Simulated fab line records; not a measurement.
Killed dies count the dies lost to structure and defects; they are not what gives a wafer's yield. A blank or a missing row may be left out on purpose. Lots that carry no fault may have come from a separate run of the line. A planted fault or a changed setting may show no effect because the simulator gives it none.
What tool caused it? -- flow nand harc -- Sampling: 24 lots, 72 wafers, 6 of 1302 route steps

WHAT EACH GAUGE READ, for each wafer
The record holds no reading of a measuring or inspecting step that can be judged against a usual standard deviation.

TOOL THAT RAN EACH LOT (tool first, then ch and the chambers of the sampled wafers, then the start)
lot,NHARC_A_SGD_CUT_ETCH_15,NHARC_A_SGD_CUT_ETCHBACK_24,NHARC_A_WL_FILL_STRIP_27,NHARC_A_WL_FILL_ETCHBACK_16,NHARC_A_CONTACT_ETCH_50,NHARC_A_CONTACT_ETCH_117
L075,"rie diel-13 ch 2,3, day 19 23:05 or earlier","rie diel-10 ch 1,2,3, day 19 23:05","plasma asher-02 ch 0,1, day 20 19:08","rie diel-08 ch 0,1,3, day 21 20:39 or earlier","rie diel-01 ch 1,2, day 21 20:39 or earlier","har cap etch-03 ch 0,1, day 21 20:39"
L074,"rie diel-07 ch 1,2, day 20 02:07 or earlier","rie diel-10 ch 0,1,2, day 20 02:07","plasma asher-02 ch 0,1, day 21 01:34","rie diel-05 ch 0,1,3, day 22 04:08 or earlier","rie diel-01 ch 0,1,3, day 22 04:08 or earlier","har cap etch-03 ch 0,1, day 22 04:08"
L076,"rie diel-10 ch 0,2, day 20 08:08 or earlier","rie diel-13 ch 1,2,3, day 20 08:08","plasma asher-02 ch 0,1, day 21 06:07","rie diel-05 ch 0,1,2, day 22 09:10 or earlier","rie diel-04 ch 0,3, day 22 09:10 or earlier","har cap etch-03 ch 0, day 22 09:10"
L077,"rie diel-10 ch 1,2,3, day 20 17:43 or earlier","rie diel-10 ch 0,1,2, day 20 17:43","plasma asher-01 ch 0,1, day 21 17:54","rie diel-05 ch 0,2,3, day 22 19:30 or earlier","rie diel-01 ch 0,2,3, day 22 19:30 or earlier","har cap etch-03 ch 0,1, day 22 19:30"
L079,"rie diel-07 ch 0,2,3, day 20 17:43 or earlier","rie diel-13 ch 0,1,2, day 20 17:43","plasma asher-01 ch 0,1, day 21 15:55","rie diel-05 ch 0,3, day 22 17:52 or earlier","rie diel-01 ch 0,2, day 22 17:52 or earlier","har cap etch-01 ch 0,1, day 22 17:52"
L078,"rie diel-13 ch 0,1, day 21 06:17 or earlier","rie diel-10 ch 0,1,3, day 21 06:17","plasma asher-02 ch 0,1, day 22 02:28","rie diel-08 ch 0,2,3, day 23 04:16 or earlier","rie diel-04 ch 0,1,3, day 23 04:16 or earlier","har cap etch-01 ch 0,1, day 23 04:16"
L081,"rie diel-13 ch 0,1,2, day 22 00:15 or earlier","rie diel-13 ch 1,2,3, day 22 00:15","plasma asher-02 ch 0, day 23 00:19","rie diel-02 ch 1,2, day 24 05:14 or earlier","rie diel-04 ch 1,2,3, day 24 05:14 or earlier","har cap etch-03 ch 1, day 24 05:14"
L080,"rie diel-07 ch 1,2,3, day 22 00:16 or earlier","rie diel-10 ch 2,3, day 22 00:16","plasma asher-02 ch 0,1, day 23 00:09","rie diel-05 ch 1,2, day 24 06:05 or earlier","rie diel-04 ch 0,1,3, day 24 06:05 or earlier","har cap etch-01 ch 0,1, day 24 06:05"
L082,"rie diel-10 ch 0,1,3, day 22 19:20 or earlier","rie diel-10 ch 1,3, day 22 19:20","plasma asher-02 ch 1, day 23 18:31","rie diel-02 ch 1,2, day 24 22:14 or earlier","rie diel-04 ch 1,2, day 24 22:14 or earlier","har cap etch-01 ch 0,1, day 24 22:14"
L083,"rie diel-10 ch 0,1,2, day 23 12:52 or earlier","rie diel-13 ch 0,2,3, day 23 12:52","plasma asher-02 ch 0,1, day 24 08:56","rie diel-08 ch 1,2,3, day 25 10:07 or earlier","rie diel-11 ch 0,1,2, day 25 10:07 or earlier","har cap etch-01 ch 0,1, day 25 10:07"
L084,"rie diel-13 ch 1,2,3, day 23 12:52 or earlier","rie diel-10 ch 0,1,2, day 23 12:52","plasma asher-01 ch 0,1, day 24 09:08","rie diel-05 ch 1,2,3, day 25 10:38 or earlier","rie diel-04 ch 0,1,2, day 25 10:38 or earlier","har cap etch-03 ch 0,1, day 25 10:38"
L085,"rie diel-07 ch 0,1,2, day 24 00:32 or earlier","rie diel-10 ch 0,1, day 24 00:32","plasma asher-01 ch 0,1, day 24 20:47","rie diel-05 ch 1,2,3, day 25 22:29 or earlier","rie diel-04 ch 1,2, day 25 22:29 or earlier","har cap etch-02 ch 0,1, day 25 22:29"
L086,"rie diel-10 ch 0,1,3, day 24 14:19 or earlier","rie diel-13 ch 0,1,3, day 24 14:19","plasma asher-02 ch 0,1, day 25 14:14","rie diel-08 ch 1,2,3, day 26 15:25 or earlier","rie diel-04 ch 0,1,2, day 26 15:25 or earlier","har cap etch-03 ch 0,1, day 26 15:25"
L087,"rie diel-13 ch 0,1, day 24 14:17 or earlier","rie diel-07 ch 0,2, day 24 14:17","plasma asher-02 ch 1, day 25 11:52","rie diel-02 ch 0,1,3, day 26 13:31 or earlier","rie diel-01 ch 1,2, day 26 13:31 or earlier","har cap etch-01 ch 1, day 26 13:31"
L088,"rie diel-10 ch 0,1, day 25 05:59 or earlier","rie diel-10 ch 1,3, day 25 05:59","plasma asher-01 ch 0,1, day 26 03:28","rie diel-08 ch 0,1,3, day 27 08:56 or earlier","rie diel-04 ch 1,2,3, day 27 08:56 or earlier","har cap etch-02 ch 0,1, day 27 08:56"
L089,"rie diel-10 ch 0,1,2, day 25 15:35 or earlier","rie diel-13 ch 0,2,3, day 25 15:35","plasma asher-01 ch 0,1, day 26 15:55","rie diel-08 ch 0,1,2, day 27 17:22 or earlier","rie diel-04 ch 1,2,3, day 27 17:22 or earlier","har cap etch-01 ch 0,1, day 27 17:22"
L090,"rie diel-13 ch 0,1,3, day 26 04:53 or earlier","rie diel-07 ch 0,2,3, day 26 04:53","plasma asher-01 ch 0,1, day 27 05:31","rie diel-05 ch 0,3, day 28 10:05 or earlier","rie diel-04 ch 0,2,3, day 28 10:05 or earlier","har cap etch-02 ch 0,1, day 28 10:05"
L091,"rie diel-10 ch 0,2, day 26 19:02 or earlier","rie diel-10 ch 0,2,3, day 26 19:02","plasma asher-02 ch 0,1, day 27 17:06","rie diel-08 ch 1,3, day 28 19:58 or earlier","rie diel-11 ch 1,2, day 28 19:58 or earlier","har cap etch-02 ch 0,1, day 28 19:58"
L092,"rie diel-13 ch 1,3, day 26 19:02 or earlier","rie diel-07 ch 1,3, day 26 19:02","plasma asher-02 ch 0,1, day 27 16:44","rie diel-02 ch 0,1, day 28 17:53 or earlier","rie diel-04 ch 1,3, day 28 17:53 or earlier","har cap etch-01 ch 0, day 28 17:53"
L093,"rie diel-07 ch 0,3, day 27 16:10 or earlier","rie diel-07 ch 0,2,3, day 27 16:10","plasma asher-02 ch 0,1, day 28 11:56","rie diel-08 ch 0,1,3, day 29 12:47 or earlier","rie diel-04 ch 0,1,3, day 29 12:47 or earlier","har cap etch-01 ch 0,1, day 29 12:47"
L096,"rie diel-13 ch 2,3, day 27 16:10 or earlier","rie diel-10 ch 1,2, day 27 16:10","plasma asher-01 ch 0,1, day 28 17:37","rie diel-08 ch 0,1,2, day 29 22:07 or earlier","rie diel-11 ch 1,2, day 29 22:07 or earlier","har cap etch-03 ch 0,1, day 29 22:07"
L095,"rie diel-07 ch 1,2,3, day 27 19:16 or earlier","rie diel-07 ch 1,2,3, day 27 19:16","plasma asher-01 ch 0,1, day 28 17:25","rie diel-02 ch 1,2,3, day 29 20:35 or earlier","rie diel-01 ch 1,2,3, day 29 20:35 or earlier","har cap etch-02 ch 0, day 29 20:35"
L094,"rie diel-10 ch 0,2,3, day 27 19:15 or earlier","rie diel-13 ch 1,2,3, day 27 19:15","plasma asher-02 ch 0,1, day 28 17:13","rie diel-08 ch 0,1,3, day 29 20:54 or earlier","rie diel-04 ch 1,2,3, day 29 20:54 or earlier","har cap etch-01 ch 0,1, day 29 20:54"
L097,"rie diel-13 ch 0,2,3, day 28 14:25 or earlier","rie diel-10 ch 0,2,3, day 28 14:25","plasma asher-01 ch 0,1, day 29 13:46","rie diel-05 ch 0,2,3, day 30 14:15 or earlier","rie diel-04 ch 0,1,3, day 30 14:15 or earlier","har cap etch-03 ch 0,1, day 30 14:15"
- NHARC_A_SGD_CUT_ETCH_15: etches the open film in CH3F/O2, target depth 75 nm, time 64.3 s.
- NHARC_A_SGD_CUT_ETCHBACK_24: etches the open film in CH3F/O2, target depth 50 nm, time 92.857 s.
- NHARC_A_WL_FILL_STRIP_27: strips in N2/H2, time 20 s.
- NHARC_A_WL_FILL_ETCHBACK_16: etches the open film in C4F8/O2/Ar, target depth 120 nm, time 24 s.
- NHARC_A_CONTACT_ETCH_50: etches the open film in CF4/CHF3, target depth 121 nm, time 60.5 s.
- NHARC_A_CONTACT_ETCH_117: etches the open film in C4F8/O2/Ar, time 190 s, target depth 1850 nm.

AS READ BY THE TOOLS THEMSELVES (means over the sampled wafers that have a number; for cases with no such wafer, the mark the record gives instead)
NHARC_A_SGD_CUT_ETCH_15. Usual: drypump motor current A 5.8 A, standard deviation 0.35; oes product au 0.963 a.u., standard deviation 0.019; rf vpp V 263.2 V, standard deviation 1.8; showerhead plenum p Torr 2.42 Torr, standard deviation 0.11; throttle valve pct 20.665 %, standard deviation 0.009.
lot,tool,drypump motor current A (A),oes product au (a.u.),rf vpp V (V),showerhead plenum p Torr (Torr),throttle valve pct (%),flag
L075,rie diel-13,5.6,0.936,264.3,2.49,20.673,
L074,rie diel-07,6.1,0.963,263.4,2.45,20.665,
L076,rie diel-10,5.9,0.962,262.4,2.34,20.665,
L077,rie diel-10,5.9,0.977,262.0,2.34,20.671,
L079,rie diel-07,5.8,0.962,264.2,2.45,20.661,
L078,rie diel-13,5.6,0.956,262.8,2.39,20.663,
L081,rie diel-13,5.6,0.968,264.4,2.50,20.659,
L080,rie diel-07,6.0,0.953,264.3,2.47,20.663,
L082,rie diel-10,5.9,0.966,262.6,2.35,20.662,
L083,rie diel-10,6.0,0.961,262.6,2.36,20.664,
L084,rie diel-13,5.8,0.980,263.6,2.54,20.658,
L085,rie diel-07,5.9,0.975,263.4,2.43,20.658,
L086,rie diel-10,5.9,0.972,262.5,2.35,20.671,
L087,rie diel-13,5.6,0.976,263.0,2.39,20.663,
L088,rie diel-10,6.2,0.916,263.5,2.37,20.666,
L089,rie diel-10,6.0,0.964,261.5,2.36,20.673,
L090,rie diel-13,5.7,0.960,263.4,2.43,20.669,
L091,rie diel-10,5.9,0.984,261.5,2.34,20.659,
L092,rie diel-13,5.9,0.963,263.4,2.47,20.663,
L093,rie diel-07,5.7,0.943,265.4,2.52,20.666,
L096,rie diel-13,5.6,0.970,264.4,2.48,20.658,
L095,rie diel-07,6.0,0.964,264.3,2.47,20.667,
L094,rie diel-10,5.7,0.982,261.1,2.33,20.660,
L097,rie diel-13,5.4,0.941,263.9,2.44,20.671,

NHARC_A_SGD_CUT_ETCHBACK_24. Usual: drypump motor current A 5.8 A, standard deviation 0.35; oes product au 0.97 a.u., standard deviation 0.036; rf vpp V 243.7 V, standard deviation 1.7; showerhead plenum p Torr 2.41 Torr, standard deviation 0.11; throttle valve pct 20.664 %, standard deviation 0.0087.
lot,tool,drypump motor current A (A),oes product au (a.u.),rf vpp V (V),showerhead plenum p Torr (Torr),throttle valve pct (%),flag
L075,rie diel-10,5.9,0.99,242.8,2.34,20.665,
L074,rie diel-10,6.0,1.00,243.2,2.36,20.660,
L076,rie diel-13,5.8,0.99,245.7,2.54,20.657,
L077,rie diel-10,6.0,0.92,243.2,2.36,20.659,
L079,rie diel-13,5.6,0.92,244.8,2.51,20.665,
L078,rie diel-10,5.9,1.00,242.8,2.35,20.662,
L081,rie diel-13,5.8,0.92,244.9,2.54,20.669,
L080,rie diel-10,5.7,0.94,243.4,2.32,20.659,
L082,rie diel-10,6.1,0.97,242.7,2.36,20.656,
L083,rie diel-13,5.4,1.01,244.1,2.44,20.670,
L084,rie diel-10,6.0,0.99,243.6,2.36,20.661,
L085,rie diel-10,6.0,0.91,242.8,2.37,20.666,
L086,rie diel-13,5.7,1.00,244.0,2.43,20.665,
L087,rie diel-07,5.9,0.99,243.1,2.38,20.668,
L088,rie diel-10,5.7,0.93,242.4,2.33,20.663,
L089,rie diel-13,5.5,0.99,244.5,2.44,20.674,
L090,rie diel-07,5.8,0.96,244.0,2.45,20.666,
L091,rie diel-10,5.7,0.98,243.1,2.33,20.670,
L092,rie diel-07,5.9,0.99,245.2,2.54,20.660,
L093,rie diel-07,5.8,0.91,244.2,2.44,20.665,
L096,rie diel-10,6.2,1.02,244.1,2.36,20.671,
L095,rie diel-07,6.0,0.93,244.6,2.47,20.670,
L094,rie diel-13,5.8,0.99,245.7,2.54,20.667,
L097,rie diel-10,5.7,1.01,242.5,2.33,20.659,

NHARC_A_WL_FILL_STRIP_27. Usual: drypump motor current A 5.9 A, standard deviation 0.33; heater power w 334 W, standard deviation 34.
lot,tool,drypump motor current A (A),heater power w (W),flag
L075,plasma asher-02,5.7,354,
L074,plasma asher-02,5.6,364,
L076,plasma asher-02,5.6,359,
L077,plasma asher-01,6.2,299,
L079,plasma asher-01,6.2,324,
L078,plasma asher-02,5.7,351,
L081,plasma asher-02,5.4,363,
L080,plasma asher-02,5.6,358,
L082,plasma asher-02,5.9,347,
L083,plasma asher-02,5.6,357,
L084,plasma asher-01,6.2,309,
L085,plasma asher-01,6.2,287,
L086,plasma asher-02,5.7,350,
L087,plasma asher-02,5.9,346,
L088,plasma asher-01,6.2,310,
L089,plasma asher-01,6.2,292,
L090,plasma asher-01,6.2,309,
L091,plasma asher-02,5.6,363,
L092,plasma asher-02,5.6,361,
L093,plasma asher-02,5.6,365,
L096,plasma asher-01,6.2,313,
L095,plasma asher-01,6.2,284,
L094,plasma asher-02,5.7,350,
L097,plasma asher-01,6.2,305,

NHARC_A_WL_FILL_ETCHBACK_16. Usual: oes product au 0.98 a.u., standard deviation 0.032; rf vpp V 723 V, standard deviation 4.2.
lot,tool,oes product au (a.u.),rf vpp V (V),flag
L075,rie diel-08,0.98,721,
L074,rie diel-05,0.93,722,
L076,rie diel-05,0.96,723,
L077,rie diel-05,1.00,725,
L079,rie diel-05,1.00,722,
L078,rie diel-08,0.99,724,
L081,rie diel-02,1.01,724,
L080,rie diel-05,0.98,723,
L082,rie diel-02,1.00,725,
L083,rie diel-08,1.01,723,
L084,rie diel-05,0.94,720,
L085,rie diel-05,0.93,720,
L086,rie diel-08,1.00,724,
L087,rie diel-02,1.01,723,
L088,rie diel-08,0.98,720,
L089,rie diel-08,1.01,722,
L090,rie diel-05,0.90,726,
L091,rie diel-08,0.99,721,
L092,rie diel-02,1.01,725,
L093,rie diel-08,1.00,721,
L096,rie diel-08,1.00,723,
L095,rie diel-02,1.01,723,
L094,rie diel-08,0.93,720,
L097,rie diel-05,0.97,724,

NHARC_A_CONTACT_ETCH_50. Usual: drypump motor current A 5.7 A, standard deviation 0.49; oes product au 0.955 a.u., standard deviation 0.025; rf vpp V 371.5 V, standard deviation 2.1; showerhead plenum p Torr 1.60 Torr, standard deviation 0.061; throttle valve pct 16.802 %, standard deviation 0.0098.
lot,tool,drypump motor current A (A),oes product au (a.u.),rf vpp V (V),showerhead plenum p Torr (Torr),throttle valve pct (%),flag
L075,rie diel-01,5.7,0.927,374.5,1.68,16.799,
L074,rie diel-01,5.6,0.924,371.3,1.62,16.805,
L076,rie diel-04,5.3,0.970,370.2,1.56,16.809,
L077,rie diel-01,6.1,0.927,372.0,1.61,16.803,
L079,rie diel-01,6.1,0.935,372.6,1.63,16.796,
L078,rie diel-04,5.6,0.953,370.7,1.57,16.799,
L081,rie diel-04,5.8,0.974,370.9,1.58,16.808,
L080,rie diel-04,5.5,0.958,370.5,1.57,16.802,
L082,rie diel-04,6.0,0.985,371.0,1.58,16.802,
L083,rie diel-11,5.2,0.918,371.4,1.59,16.798,
L084,rie diel-04,5.9,0.979,372.7,1.61,16.800,
L085,rie diel-04,6.0,0.969,372.8,1.62,16.802,
L086,rie diel-04,5.8,0.977,372.0,1.61,16.799,
L087,rie diel-01,6.2,0.975,373.6,1.66,16.799,
L088,rie diel-04,5.7,0.981,370.9,1.57,16.804,
L089,rie diel-04,5.7,0.967,370.7,1.57,16.811,
L090,rie diel-04,5.6,0.975,371.2,1.60,16.799,
L091,rie diel-11,5.2,0.949,372.6,1.64,16.797,
L092,rie diel-04,5.5,0.962,369.0,1.53,16.804,
L093,rie diel-04,5.5,0.974,369.8,1.56,16.802,
L096,rie diel-11,5.3,0.917,372.8,1.64,16.802,
L095,rie diel-01,5.9,0.933,372.0,1.62,16.809,
L094,rie diel-04,5.8,0.923,371.2,1.57,16.792,
L097,rie diel-04,5.6,0.966,370.8,1.56,16.800,

THE ANSWER, worked out from the rows above alone
Rule: lot off if the mean of its wafers having a number is beyond 3 standard deviations from the usual mean. Also off: a lot with no number at a reading for which 4 or more lots have one. All remaining lots with rows at the step are treated as sound. First the gauges in route order, then the tools' own readings, where a lot's mean is used as printed above. At the first step where some lot is off, the reading lying furthest off is the one used; lots without a number count as furthest.
Across all readings shown, no lot is off: no conclusion can be drawn from this.

WHAT THE SIMULATOR HAD PUT IN
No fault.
